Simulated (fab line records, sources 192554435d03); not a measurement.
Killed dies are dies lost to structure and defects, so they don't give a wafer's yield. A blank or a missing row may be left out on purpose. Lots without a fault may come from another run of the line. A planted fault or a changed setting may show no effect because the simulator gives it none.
A struck lot beside a sound one | flow n5_finfet | 26 steps out of a route of 1938
Sound: wafers L633.1, L633.2, L633.4. Struck: wafers L628.2, L628.5, L628.6. The cause comes at the end.
At each step with rows: each side's tool, then ch and its chambers, then its first start. Under that, the readings that differ: sound wafers | struck wafers | difference of the means | sigmas: that difference in standard deviations of wafers without a fault.
alike: readings whose means differ by less than 2 such deviations, and words and numbers that are the same on both sides. not compared: withheld readings, readings that some wafer has no value for, bounds like >300 that may hide the same value, and numbers for which the record gives no deviation and whose values overlap.
The two part at a step that has a row with sigmas, a row that says differs or no value, or rows on one side only. Numbers that don't overlap but have no deviation are shown without sigmas and don't part them. A reading that every wafer of one side lacks parts them only if that side has two wafers or more.

first, 10 steps without rows for these wafers: N5_SD_EPI_N_EPI_21 (deposits Si:P, time 690 s); N5_SD_EPI_N_PRECLEAN_24 (cleans in O3/DIW, time 60 s); N5_SD_EPI_N_SRD_25 (time 30 s); N5_SD_EPI_N_PRECLEAN_49 (cleans in NF3:NH3, afs cycles 1, time 20 s, sublimation time 60 s); N5_SD_EPI_N_LINER_46 (material SiNx, target thk 3 nm); N5_SD_EPI_P_COAT_34 (time 60 s, resist thk 350 nm); N5_SD_EPI_P_COAT_35 (time 60 s, resist thk 35 nm); N5_SD_EPI_P_COAT_03 (resist thk 150 nm); N5_SD_EPI_P_EBR_05; N5_SD_EPI_P_SOFTBAKE_04 (time 60 s).
N5_SD_EPI_P_EXPOSE_06: exposes mask SD P BLK, target cd 240 nm.
  sound on arfi_scanner-01 ch 0, day 8 11:04; struck on arfi_scanner-03 ch 0, day 7 06:53
  reading              | sound             | struck            | difference | sigmas
  exposure_dose_mJ_cm2 | 39.46 39.51 39.50 | 40.86 40.84 40.82 | +1.35      | +27
  alike: mask, focus_offset_nm
then, 2 steps without rows for these wafers: N5_SD_EPI_P_PEB_07 (peb time 60 s); N5_SD_EPI_P_DEVELOP_08 (develop time 30 s).
N5_SD_EPI_P_CD_MEAS_09: target cd 240 nm.
  sound on cd_sem-01 ch 0, day 8 11:11; struck on cd_sem-03 ch 0, day 7 07:01
  reading    | sound             | struck            | difference | sigmas
  cd_nm (nm) | 240.6 240.5 239.9 | 241.5 242.3 242.0 | +1.6       | +2
N5_SD_EPI_P_DESCUM_14: chemistry O2, time 7.9 s.
  sound on rie_diel-05 ch 0,1,3, day 8 11:28; struck on rie_diel-04 ch 1,3, day 7 07:05
  reading                   | sound             | struck          | difference | sigmas
  model.SD_EPI_P.cd_nm (nm) | 240.6 240.4 239.8 | 241.4 242 242.2 | +1.6       |
  alike: drypump_motor_current_A, oes_product_au, rf_vpp_V, showerhead_plenum_p_Torr, throttle_valve_pct
  not compared: rf_hours_counter_h
then, 7 steps without rows for these wafers: N5_SD_EPI_P_ETCH_36 (etches SiARC in CF4, target depth 45.5 nm, time 75.8 s); N5_SD_EPI_P_ETCH_37 (etches SOC in N2/H2, overetch 108 nm, time 486 s); N5_SD_EPI_P_STRIP_38 (strips in N2/H2); N5_SD_EPI_P_ETCHBACK_46 (etches SiNx in CH3F/O2, stops on SiO2, target depth 17.5 nm); N5_SD_EPI_P_ETCH_47 (etches SiOCN in CH3F/O2, target depth 25 nm); N5_SD_EPI_P_ETCH_16 (etches SiO2 in CHF3/O2, target depth 5 nm); N5_SD_EPI_P_STRIP_50 (strips in CHF3/O2).
N5_SD_EPI_P_SD_RECESS_17: chemistry HBr/Cl2/O2, target depth 39.1 nm, bt time 3 s.
  sound on rie_si-05 ch 0,1,2, day 8 12:10; struck on rie_si-02 ch 0,2,3, day 7 07:47
  reading                   | sound             | struck          | difference | sigmas
  model.SD_EPI_P.cd_nm (nm) | 239.8 240.6 239.6 | 241.8 242 242.4 | +2.1       |
  alike: drypump_motor_current_A, oes_product_au, throttle_valve_pct
  not compared: rf_hours_counter_h
then, 1 step without rows for these wafers: N5_SD_EPI_P_WET_ETCH_45 (etches SiO2 in dHF, time 10.7 s, target depth 2 nm, rinse time 30 s).
-- the record jumps here: 6 days lie between the struck wafers' starts before and after (it left off in module SD_EPI_P and takes up again in module BEOL_M4, whose first step shown is number 1111 of the route) --
N5_BEOL_M4_RC_MEAS_101:
  sound on prober-02 ch 0, day 13 22:56; struck on prober-01 ch 0, day 13 00:11
  alike: DIBL_N, DIBL_P, IOFF_N, IOFF_P, ION_N, ION_P, SS_N, SS_P, VT_N, VT_P
-- the record jumps here: 5 days lie between the struck wafers' starts before and after (it left off in module BEOL_M4 and takes up again in module PASSIVATION, whose first step shown is number 1936 of the route) --
N5_PASSIVATION_PROBE_49:
  sound on prober-02, day 18 09:32; struck on prober-01, day 17 12:52
  alike: defect_limited_yield, killed_at_M0_to_M3, killed_at_M4_up, killed_at_contacts, killed_at_front_end, killed_at_other, killed_dies, killed_open, killed_short, sort_bin_5_function, sort_bin_6_memory, sort_n_pass, sort_yield_pct

WHERE THEY PART
First at N5_SD_EPI_P_EXPOSE_06; last, within this record, at N5_SD_EPI_P_CD_MEAS_09. Later steps at which nothing parts them and some readings are alike: N5_SD_EPI_P_DESCUM_14, N5_SD_EPI_P_SD_RECESS_17, N5_BEOL_M4_RC_MEAS_101, N5_PASSIVATION_PROBE_49.

WHY: what the simulator had put in
Process parameter drift: arfi_scanner-03, from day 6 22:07 on, at N5_SD_EPI_P_EXPOSE_06. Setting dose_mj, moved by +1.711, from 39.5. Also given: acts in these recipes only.
